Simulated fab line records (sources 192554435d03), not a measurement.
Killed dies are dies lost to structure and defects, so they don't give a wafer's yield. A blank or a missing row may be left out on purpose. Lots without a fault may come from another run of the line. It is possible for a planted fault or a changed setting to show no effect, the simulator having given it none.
fab line records	flow n5_finfet
record lots=7	wafers=39
route steps=1938 shown FIN_SAQP@138 DUMMY_GATE@228 SD_EPI_P@312
start_h: start of the lot's first displayed wafer, in hours after the record's first day	wait_h: hours from the lot's prior step to this one	" as in the row above	L1.1+2: a row that stands for several wafers	- no value, or no start was given	* or withheld: withheld	< > ~ a bound
route shown NAME@n: names a module that has steps shown in the file, with the first one's number in the route	usual: average and standard deviation across the fault-free wafers	same: alike in all rows	chamber/n: place in a boat	sites: each site's reading	_std_site: how widely they spread, as a standard deviation	_edge_site: mean of outer sites minus mean of inner sites	radius_mm: how far each site lies from the wafer's centre	mask NAME#n: copy n	behind: the most recent tool/chamber to have shaped the wafer	hold: the reason the lot was held/the length of the hold in hours/how it ended	device: the n, p or np transistor that did not switch	end of line: the route-end tests of the same wafers	step lacking rows: just its recipe	killed: at the first sort, the dies lost to defects and structure; wafer yield is something else	map: per-die view of a wafer (x killed, . not killed, _ where there is no die)
set.NAME: the setting as run; set.NAME@STEP: as run at that earlier step	model.NAME: the simulator's own value behind a step, which no gauge read
lots with deliberately changed settings; one table per step, one row per wafer
## steps
# step N5_FIN_SAQP_SPACER2_ALD_28
# recipe material=SiO2	target_thk_a=81	temp_c=300	ald_precursor_family=BDEAS	ald_co_reactant=O2-plasma	pulse_time_s=1	purge_time_s=2	co_reactant_purge_time_s=2	pressure_torr=2
lot.wafer	tool	chamber	start_h	wait_h	set.target_thk_a	model.SiO2_of_FIN_SAQP_SPACER2_ALD_28.thk_nm
L074.1+2+5	ald_sin-02	0,3,1	25.87	0.1	89.54	9
L074.3	"	2	"	"	81	8
L074.4+6	"	1,0	"	"	81	8.2
L078.1+2+6	ald_sin-01	2,0,0	50.59	0.1	81	8.2
L078.3+4	"	3,2	"	"	74.34	7.4
L078.5	"	3	"	"	74.34	7.6
L080.4+5	ald_sin-01	0,2	62.33	0.2	81	8
L080.6	"	3	"	"	81	8.2
L083.1+2+5	ald_sin-04	1,3,1	80.01	0.1	81	8.2
L083.3+4+6	"	0,2,2	"	"	92.28	9.2
L086.1+2+3+4+5+6	ald_sin-01	1,3,0,2,3,2	98.57	0.1	81	8.2
L088.1+2+6	ald_sin-04	1,0,1	111.03	0.1	85.56	8.6
L088.3+4	"	3,2	"	"	81	8.2
L088.5	"	2	"	"	81	8
L092.1+2+4+5+6	ald_sin-01	0,1,2,3,0	133.61	0.1	81	8
L092.3	"	3	"	"	81	8.2
# step N5_FIN_SAQP_SPACER2_ETCHBACK_29
# recipe chemistry=CHF3/O2	mode=anisotropic_etchback	target=SiO2	target_depth_a=122	time_s=6.1	pressure_mtorr=30	source_w=650	bias_w=170	Ar_flow_sccm=200	CHF3_flow_sccm=50	O2_flow_sccm=5	ion_energy_ev=200
# step N5_FIN_SAQP_MANDREL2_REMOVE_60
# recipe chemistry=HBr/Cl2/O2	bt_time_s=10	target=a-Si	stop_on=SiNx	endpoint=OES-SiCl	over_etch_frac=1	icp_w=600	bias_w=22	HBr_flow_sccm=150	Cl2_flow_sccm=80	O2_flow_sccm=5	pressure_mtorr=10
lot.wafer	tool	chamber	start_h	wait_h	set.target_thk_a@FIN_SAQP_SPACER2_ALD_28	model.FIN_SAQP.cd_nm
L074.1+5	rie_si-05	1,0	26.34	0.1	89.54	9
L074.2	"	0	"	"	89.54	8.8
L074.3	"	2	"	"	81	8
L074.4+6	"	3,1	"	"	81	8.2
L078.1	rie_si-03	3	51.00	0.1	81	8.2
L078.2+6	"	1,3	"	"	81	8
L078.3+4	"	2,0	"	"	74.34	7.4
L078.5	"	0	"	"	74.34	7.6
L080.4	rie_si-05	1	62.81	0.1	81	8.2
L080.5+6	"	0,3	"	"	81	8
L083.1+2+5	rie_si-05	2,1,2	80.42	0.1	81	8.2
L083.3+4+6	"	3,0,3	"	"	92.28	9.2
L086.1+2+4	rie_si-05	1,3,0	99.11	0.1	81	8
L086.3+5+6	"	2,1,0	"	"	81	8.2
L088.1+2+6	rie_si-01	2,3,3	111.44	0.1	85.56	8.6
L088.3	"	0	"	"	81	8
L088.4+5	"	1,0	"	"	81	8.2
L092.1+3+5+6	rie_si-03	2,3,2,3	134.02	0.1	81	8.2
L092.2+4	"	1,0	"	"	81	8
# step N5_FIN_SAQP_CD_MEAS_31
# recipe target_cd_nm=8	landing_energy_ev=1000	detector=se_inlens	polarity=line
# usual cd_nm=8.11/0.23
lot.wafer	tool	chamber	start_h	wait_h	set.target_thk_a@FIN_SAQP_SPACER2_ALD_28	cd_nm
L074.1	cd_sem-03	0	26.45	0.1	89.54	8.68
L074.2	"	0	"	"	89.54	8.81
L074.3	"	0	"	"	81	8.11
L074.4	"	0	"	"	81	8.05
L074.5	"	0	"	"	89.54	9.21
L074.6	"	0	"	"	81	7.96
L078.1	cd_sem-02	0	51.11	0.1	81	8.15
L078.2	"	0	"	"	81	7.80
L078.3	"	0	"	"	74.34	7.48
L078.4	"	0	"	"	74.34	7.51
L078.5	"	0	"	"	74.34	7.35
L078.6	"	0	"	"	81	7.97
L080.4	cd_sem-02	0	62.93	0.1	81	8.25
L080.5	"	0	"	"	81	8.26
L080.6	"	0	"	"	81	8.16
L083.1	cd_sem-03	0	80.53	0.1	81	8.39
L083.2	"	0	"	"	81	8.45
L083.3	"	0	"	"	92.28	9.18
L083.4	"	0	"	"	92.28	9.21
L083.5	"	0	"	"	81	8.20
L083.6	"	0	"	"	92.28	9.41
L086.1	cd_sem-03	0	99.22	0.1	81	8.13
L086.2	"	0	"	"	81	8.05
L086.3	"	0	"	"	81	8.38
L086.4	"	0	"	"	81	8.14
L086.5	"	0	"	"	81	8.11
L086.6	"	0	"	"	81	8.21
L088.1	cd_sem-02	0	111.55	0.1	85.56	8.64
L088.2	"	0	"	"	85.56	8.78
L088.3	"	0	"	"	81	8.04
L088.4	"	0	"	"	81	8.22
L088.5	"	0	"	"	81	8.11
L088.6	"	0	"	"	85.56	8.74
L092.1	cd_sem-02	0	134.13	0.1	81	8.35
L092.2	"	0	"	"	81	8.13
L092.3	"	0	"	"	81	8.67
L092.4	"	0	"	"	81	8.10
L092.5	"	0	"	"	81	8.36
L092.6	"	0	"	"	81	8.46
# step N5_FIN_SAQP_HM_OPEN_33
# recipe chemistry=CH3F/O2	target=SiNx	mask_material=SiO2	target_depth_a=494	time_s=70.6	pressure_mtorr=30	source_w=395	bias_w=73	Ar_flow_sccm=150	CH3F_flow_sccm=30	O2_flow_sccm=20	ion_energy_ev=120	ends=cleared
lot.wafer	tool	chamber	start_h	wait_h	set.target_thk_a@FIN_SAQP_SPACER2_ALD_28	model.FIN_SAQP.cd_nm
L074.1+5	rie_diel-03	0	26.50	0.0	89.54	9
L074.2	"	2	"	"	89.54	8.8
L074.3+6	"	1	"	"	81	8
L074.4	"	3	"	"	81	8.2
L078.1	rie_diel-04	2	51.16	0.0	81	8.2
L078.2+6	"	0,2	"	"	81	8
L078.3+5	"	3,1	"	"	74.34	7.4
L078.4	"	1	"	"	74.34	7.6
L080.4+5+6	rie_diel-03	1,2,1	62.97	0.0	81	8
L083.1	rie_diel-02	1	80.58	0.0	81	8
L083.2+5	"	3,2	"	"	81	8.2
L083.3+4+6	"	2,0,1	"	"	92.28	9.2
L086.1+4+5	rie_diel-04	3,2,3	99.28	0.1	81	8
L086.2+3+6	"	0,1,0	"	"	81	8.2
L088.1+2+6	rie_diel-03	2,0,2	111.65	0.1	85.56	8.6
L088.3	"	2	"	"	81	8
L088.4+5	"	0	"	"	81	8.2
L092.1+3+5+6	rie_diel-04	2,1,1,2	134.18	0.0	81	8.2
L092.2+4	"	0,3	"	"	81	8
# step N5_FIN_SAQP_ETCH_34
# recipe chemistry=C4F6/O2	target=SiO2	target_depth_a=450	time_s=15	ion_energy_ev=250	pressure_mtorr=30	source_w=345	bias_w=185	Ar_flow_sccm=300	C4F6_flow_sccm=10	O2_flow_sccm=10	ends=cleared
lot.wafer	tool	chamber	start_h	wait_h	set.target_thk_a@FIN_SAQP_SPACER2_ALD_28	model.FIN_SAQP.cd_nm
L074.1+2+5	rie_diel-03	0,2,0	26.57	0.0	89.54	9
L074.3	"	1	"	"	81	8
L074.4+6	"	3,1	"	"	81	8.2
L078.1	rie_diel-04	2	51.23	0.0	81	8.2
L078.2+6	"	0,2	"	"	81	8
L078.3+5	"	3,1	"	"	74.34	7.4
L078.4	"	1	"	"	74.34	7.6
L080.4	rie_diel-03	1	63.04	0.0	81	8.2
L080.5+6	"	2,1	"	"	81	8
L083.1+2+5	rie_diel-02	1,3,2	80.65	0.0	81	8.2
L083.3+4+6	"	2,0,1	"	"	92.28	9.2
L086.1+4+5	rie_diel-04	3,2,3	99.35	0.0	81	8
L086.2+3+6	"	0,1,0	"	"	81	8.2
L088.1+2+6	rie_diel-03	2,0,2	111.75	0.1	85.56	8.6
L088.3	"	2	"	"	81	8
L088.4+5	"	0	"	"	81	8.2
L092.1+3+5+6	rie_diel-04	2,1,1,2	134.25	0.0	81	8.2
L092.2+4	"	0,3	"	"	81	8
# step N5_FIN_SAQP_STRIP_77
# recipe chemistry=N2/H2	time_s=90	power_w=100	temp_c=40	pressure_mtorr=100	rf_frequency_hz=6e+07	bias_power_w=3	n2_flow_sccm=300	h2_flow_sccm=300
# step N5_FIN_SAQP_HM_CD_35
# recipe target_cd_nm=8	polarity=line
# usual cd_nm=8.09/0.21
lot.wafer	tool	chamber	start_h	wait_h	set.target_thk_a@FIN_SAQP_SPACER2_ALD_28	cd_nm
L074.1	cd_sem-02	-	26.72	0.1	89.54	8.89
L074.2	"	-	"	"	89.54	8.58
L074.3	"	-	"	"	81	8.18
L074.4	"	-	"	"	81	7.78
L074.5	"	-	"	"	89.54	9.08
L074.6	"	-	"	"	81	8.03
L078.1	cd_sem-03	-	51.38	0.1	81	7.98
L078.2	"	-	"	"	81	7.54
L078.3	"	-	"	"	74.34	6.98
L078.4	"	-	"	"	74.34	7.52
L078.5	"	-	"	"	74.34	7.28
L078.6	"	-	"	"	81	8.15
L080.4	cd_sem-01	-	63.20	0.1	81	8.03
L080.5	"	-	"	"	81	7.93
L080.6	"	-	"	"	81	8.28
L083.1	cd_sem-03	-	80.79	0.1	81	7.73
L083.2	"	-	"	"	81	7.93
L083.3	"	-	"	"	92.28	9.43
L083.4	"	-	"	"	92.28	9.10
L083.5	"	-	"	"	81	7.70
L083.6	"	-	"	"	92.28	9.19
L086.1	cd_sem-01	-	99.50	0.1	81	8.00
L086.2	"	-	"	"	81	8.10
L086.3	"	-	"	"	81	8.23
L086.4	"	-	"	"	81	8.10
L086.5	"	-	"	"	81	8.02
L086.6	"	-	"	"	81	8.34
L088.1	cd_sem-02	-	111.96	0.1	85.56	8.86
L088.2	"	-	"	"	85.56	8.80
L088.3	"	-	"	"	81	7.70
L088.4	"	-	"	"	81	8.04
L088.5	"	-	"	"	81	8.23
L088.6	"	-	"	"	85.56	8.33
L092.1	cd_sem-03	-	134.41	0.1	81	7.93
L092.2	"	-	"	"	81	8.18
L092.3	"	-	"	"	81	8.27
L092.4	"	-	"	"	81	7.76
L092.5	"	-	"	"	81	8.22
L092.6	"	-	"	"	81	8.17
# step N5_FIN_SAQP_ETCH_64
# recipe chemistry=CF4	target=SiO2	target_depth_a=15	ion_energy_ev=350	pressure_mtorr=10	icp_w=800	bias_w=400	cf4_flow_sccm=80
lot.wafer	tool	chamber	start_h	wait_h	set.target_thk_a@FIN_SAQP_SPACER2_ALD_28	model.FIN_SAQP.cd_nm
L074.1+5	rie_si-03	3	26.77	0.0	89.54	9
L074.2	"	1	"	"	89.54	8.8
L074.3+6	"	0	"	"	81	8
L074.4	"	2	"	"	81	8.2
L078.1	rie_si-05	1	51.43	0.0	81	8.2
L078.2+6	"	0	"	"	81	8
L078.3+5	"	3,1	"	"	74.34	7.4
L078.4	"	2	"	"	74.34	7.6
L080.4+5+6	rie_si-01	2,0,3	63.24	0.0	81	8
L083.1	rie_si-03	1	80.84	0.0	81	8
L083.2+5	"	3	"	"	81	8.2
L083.3	"	2	"	"	92.28	9.4
L083.4+6	"	0	"	"	92.28	9.2
L086.1+4+5+6	rie_si-03	0,3,3,0	99.55	0.0	81	8
L086.2+3	"	2,1	"	"	81	8.2
L088.1+6	rie_si-03	0,3	112.00	0.0	85.56	8.6
L088.2	"	2	"	"	85.56	8.4
L088.3+4	"	3,1	"	"	81	8
L088.5	"	2	"	"	81	8.2
L092.1+2+3+4+5	rie_si-01	3,1,2,0,3	134.45	0.0	81	8
L092.6	"	0	"	"	81	8.2
# step N5_FIN_SAQP_FIN_ETCH_36
# recipe chemistry=HBr/Cl2/O2	target_depth_a=1200	mask_material=SiNx	time_s=50.4	bias_w=102	pressure_mtorr=10	icp_w=800	HBr_flow_sccm=150	Cl2_flow_sccm=80	O2_flow_sccm=12
lot.wafer	tool	chamber	start_h	wait_h	set.target_thk_a@FIN_SAQP_SPACER2_ALD_28	model.FIN_SAQP.cd_nm
L074.1+5	rie_si-03	3	26.79	0.0	89.54	9
L074.2	"	1	"	"	89.54	8.8
L074.3	"	0	"	"	81	7.8
L074.4	"	2	"	"	81	8.2
L074.6	"	0	"	"	81	8
L078.1+2+6	rie_si-05	1,0,0	51.45	0.0	81	8
L078.3+4+5	"	3,2,1	"	"	74.34	7.4
L080.4+6	rie_si-01	2,3	63.26	0.0	81	8
L080.5	"	0	"	"	81	7.8
L083.1	rie_si-03	1	80.86	0.0	81	8
L083.2+5	"	3	"	"	81	8.2
L083.3+4	"	2,0	"	"	92.28	9.2
L083.6	"	0	"	"	92.28	9
L086.1+6	rie_si-03	0	99.57	0.0	81	8
L086.2+3+4	"	2,1,3	"	"	81	8.2
L086.5	"	3	"	"	81	7.8
L088.1+2	rie_si-03	0,2	112.02	0.0	85.56	8.4
L088.3+4+5	"	3,1,2	"	"	81	8
L088.6	"	3	"	"	85.56	8.6
L092.1+2+3+4+5	rie_si-01	3,1,2,0,3	134.47	0.0	81	8
L092.6	"	0	"	"	81	8.2
# step N5_DUMMY_GATE_EXPOSE_12
# recipe mask_id=GATE	na=0.33	source_shape=annular	sigma_inner=0.2	sigma_outer=0.6	polarization=unpolarized	target_cd_nm=25	dose_mj=34
lot.wafer	tool	chamber	start_h	wait_h	mask	set.dose_mj
L074.1+4+6	euv_scanner-02	0	45.85	-	GATE#0	34.7
L074.2+3+5	"	0	"	"	GATE#0	34
L078.1+2+3+4+5+6	euv_scanner-02	0	72.85	-	GATE#0	34
L080.4+5+6	euv_scanner-02	0	82.72	-	GATE#0	34
L083.1+3+5	euv_scanner-01	0	100.72	-	GATE#0	34
L083.2+4+6	"	0	"	"	GATE#0	35.1
L086.1+3+5	euv_scanner-02	0	118.48	-	GATE#0	34
L086.2+4+6	"	0	"	"	GATE#0	35.78
L088.1+2+3	euv_scanner-02	0	136.21	-	GATE#0	34.95
L088.4+5+6	"	0	"	"	GATE#0	34
L092.1+2+3+4+5+6	euv_scanner-01	0	153.94	-	GATE#0	34
# step N5_DUMMY_GATE_PEB_13
# recipe peb_temp_c=100	peb_time_s=60	resist=CAR-EUV
# step N5_DUMMY_GATE_DEVELOP_14
# recipe develop_time_s=30	developer=TMAH	resist=CAR-EUV	rinse_liquid=surfactant_rinse	dry=air_spin	dev_temp_c=23
# step N5_DUMMY_GATE_STRIP_38
# recipe chemistry=N2/H2	temp_c=40	n2_flow_sccm=200	h2_flow_sccm=200	rf_frequency_hz=6e+07
# step N5_DUMMY_GATE_STRIP_39
# recipe chemistry=N2/H2	temp_c=40	n2_flow_sccm=200	h2_flow_sccm=200	rf_frequency_hz=6e+07
# step N5_DUMMY_GATE_TRIM_49
# recipe chemistry=O2	resist=SOC	time_s=29	target_cd_nm=14	source_power_w=300	bias_power_w=0	O2_flow_sccm=100	temp_c=20
lot.wafer	tool	chamber	start_h	wait_h	set.dose_mj@DUMMY_GATE_EXPOSE_12	model.DUMMY_GATE.cd_nm
L074.1+4+6	rie_si-06	2,1,0	46.43	0.0	34.7	13.6
L074.2	"	3	"	"	34	13.6
L074.3+5	"	0,1	"	"	34	14
L078.1+2	rie_si-06	1,3	73.33	0.0	34	14
L078.3	"	2	"	"	34	13.6
L078.4+5+6	"	0,3,2	"	"	34	13.8
L080.4+5	rie_si-04	1,2	83.54	0.0	34	13.6
L080.6	"	1	"	"	34	13.8
L083.1+5	rie_si-02	3,2	101.42	0.0	34	14
L083.2	"	2	"	"	35.1	13.4
L083.3	"	0	"	"	34	14.2
L083.4+6	"	1,3	"	"	35.1	13.6
L086.1+5	rie_si-04	3,0	118.97	0.0	34	13.8
L086.2+6	"	0,1	"	"	35.78	12.8
L086.3	"	2	"	"	34	14
L086.4	"	1	"	"	35.78	13
L088.1+2+3	rie_si-02	1,0,3	137.06	0.0	34.95	13.6
L088.4	"	2	"	"	34	13.8
L088.5+6	"	2,1	"	"	34	14
L092.1+3+4+5+6	rie_si-04	2,0,1,0,3	154.43	0.0	34	13.8
L092.2	"	3	"	"	34	14
# step N5_DUMMY_GATE_ETCH_31
# recipe chemistry=C4F6/O2	target=SiO2	mask_material=SOC	target_depth_a=825	time_s=27.5	ion_energy_ev=250	pressure_mtorr=30	source_w=345	bias_w=185	Ar_flow_sccm=300	C4F6_flow_sccm=10	O2_flow_sccm=10
lot.wafer	tool	chamber	start_h	wait_h	set.target_depth_a	model.etch.depth_nm	model.SOC_of_DUMMY_GATE_COAT_34.thk_nm
L074.1	rie_diel-06	3	46.81	0.1	825	81.08	51.8
L074.2	"	1	"	"	914.2	89.96	51
L074.3	"	0	"	"	825	82.97	51.6
L074.4	"	2	"	"	914.2	90.22	51.2
L074.5	"	1	"	"	914.2	90.84	50.8
L074.6	"	0	"	"	825	82.86	51.6
L078.1	rie_diel-01	2	73.77	0.0	825	82.55	51.8
L078.2	"	0	"	"	893.7	89.46	51
L078.3	"	3	"	"	825	81.78	51.8
L078.4	"	1	"	"	893.7	87.75	51.2
L078.5	"	1	"	"	825	82.17	52
L078.6	"	0	"	"	893.7	89.32	51.2
L080.4	rie_diel-06	0	83.76	0.1	825	84.67	52
L080.5	"	2	"	"	825	82.13	52
L080.6	"	3	"	"	825	82.11	52.2
L083.1	rie_diel-06	1	101.62	0.0	880.7	89.61	51.2
L083.2	"	3	"	"	825	81.54	52.2
L083.3	"	0	"	"	880.7	90.11	51
L083.4	"	2	"	"	825	82.43	52
L083.5	"	0	"	"	825	84.1	51.6
L083.6	"	3	"	"	880.7	87.6	51.6
L086.1	rie_diel-01	1	119.17	0.0	786.6	77.89	52.2
L086.2	"	0	"	"	825	81.9	51.8
L086.3	"	3	"	"	786.6	77.82	52.2
L086.4	"	2	"	"	786.6	77.6	52.2
L086.5	"	1	"	"	825	81.94	51.8
L086.6	"	2	"	"	825	81.75	52
L088.1	rie_diel-01	0	137.25	0.0	825	82.95	52.2
L088.2	"	2	"	"	825	82.01	52
L088.3	"	1	"	"	825	81.77	52.2
L088.4	"	3	"	"	825	82.08	52.2
L088.5	"	3	"	"	825	82.4	52.2
L088.6	"	2	"	"	825	82.09	52.2
L092.1	rie_diel-01	1	154.68	0.1	891	88.5	51.4
L092.2	"	2	"	"	825	82.23	51.8
L092.3	"	0	"	"	891	88.47	51.2
L092.4	"	3	"	"	825	81.69	52.4
L092.5	"	1	"	"	891	88.25	51.4
L092.6	"	0	"	"	825	82.07	52
# step N5_SD_EPI_P_ETCH_16
# recipe chemistry=CHF3/O2	target=SiO2	target_depth_a=50	mask_material=SOC	pressure_mtorr=30	source_w=650	bias_w=170	Ar_flow_sccm=200	CHF3_flow_sccm=50	O2_flow_sccm=5	ion_energy_ev=200
lot.wafer	tool	chamber	start_h	wait_h	set.target_depth_a	model.etch.depth_nm
L074.1	rie_diel-05	3	55.19	0.1	47.05	4.676
L074.2	"	0	"	"	47.05	4.67
L074.3	"	2	"	"	47.05	4.614
L074.4	"	1	"	"	50	4.973
L074.5	"	2	"	"	50	4.844
L074.6	"	3	"	"	50	5.006
L078.1	rie_diel-01	2	80.97	0.1	50	5.014
L078.2	"	1	"	"	50	4.959
L078.3	"	3	"	"	50	5.003
L078.4	"	0	"	"	50	5.024
L078.5	"	3	"	"	50	5.033
L078.6	"	0	"	"	50	5.011
L080.4	rie_diel-06	3	91.94	0.1	50	4.981
L080.5	"	1	"	"	50	5.047
L080.6	"	0	"	"	50	5.11
L083.1	rie_diel-01	3	110.14	0.1	47.3	4.693
L083.2	"	1	"	"	47.3	4.684
L083.3	"	2	"	"	50	4.987
L083.4	"	0	"	"	47.3	4.686
L083.5	"	0	"	"	50	4.942
L083.6	"	1	"	"	50	4.954
L086.1	rie_diel-01	1	127.26	0.1	50	4.966
L086.2	"	0	"	"	54.28	5.465
L086.3	"	2	"	"	54.28	5.488
L086.4	"	3	"	"	50	5.06
L086.5	"	0	"	"	54.28	5.445
L086.6	"	1	"	"	50	4.985
L088.1	rie_diel-01	2	144.42	0.1	50	4.999
L088.2	"	0	"	"	50	4.987
L088.3	"	1	"	"	54.32	5.417
L088.4	"	3	"	"	54.32	5.461
L088.5	"	3	"	"	50	4.979
L088.6	"	0	"	"	54.32	5.393
L092.1	rie_diel-01	0	162.87	0.1	54.76	5.435
L092.2	"	1	"	"	54.76	5.338
L092.3	"	2	"	"	50	4.972
L092.4	"	0	"	"	50	4.943
L092.5	"	2	"	"	54.76	5.454
L092.6	"	1	"	"	50	4.917
## key
split step=N5_FIN_SAQP_SPACER2_ALD_28	setting=target_thk_a	stated=81	by=wafer
response step=N5_FIN_SAQP_SPACER2_ALD_28	reading=model.SiO2_of_FIN_SAQP_SPACER2_ALD_28.thk_nm	change=+0.0784	per=1%	r=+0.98
response step=N5_FIN_SAQP_MANDREL2_REMOVE_60	reading=model.FIN_SAQP.cd_nm	change=+0.074	per=1%	r=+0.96
response step=N5_FIN_SAQP_CD_MEAS_31	reading=cd_nm	change=+0.0733	per=1%	r=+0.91
response step=N5_FIN_SAQP_HM_OPEN_33	reading=model.FIN_SAQP.cd_nm	change=+0.078	per=1%	r=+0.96
response step=N5_FIN_SAQP_ETCH_34	reading=model.FIN_SAQP.cd_nm	change=+0.0757	per=1%	r=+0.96
response step=N5_FIN_SAQP_HM_CD_35	reading=cd_nm	change=+0.0946	per=1%	r=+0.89
response step=N5_FIN_SAQP_ETCH_64	reading=model.FIN_SAQP.cd_nm	change=+0.0803	per=1%	r=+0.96
response step=N5_FIN_SAQP_FIN_ETCH_36	reading=model.FIN_SAQP.cd_nm	change=+0.0775	per=1%	r=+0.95
split step=N5_DUMMY_GATE_EXPOSE_12	setting=dose_mj	stated=34	by=wafer
response step=N5_DUMMY_GATE_TRIM_49	reading=model.DUMMY_GATE.cd_nm	change=-0.169	per=1%	r=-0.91
split step=N5_DUMMY_GATE_ETCH_31	setting=target_depth_a	stated=825	by=wafer
response step=N5_DUMMY_GATE_ETCH_31	reading=model.etch.depth_nm	change=+0.807	per=1%	r=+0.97
response step=N5_DUMMY_GATE_ETCH_31	reading=model.SOC_of_DUMMY_GATE_COAT_34.thk_nm	change=-0.0795	per=1%	r=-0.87
split step=N5_SD_EPI_P_ETCH_16	setting=target_depth_a	stated=50	by=wafer
response step=N5_SD_EPI_P_ETCH_16	reading=model.etch.depth_nm	change=+0.0506	per=1%	r=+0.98
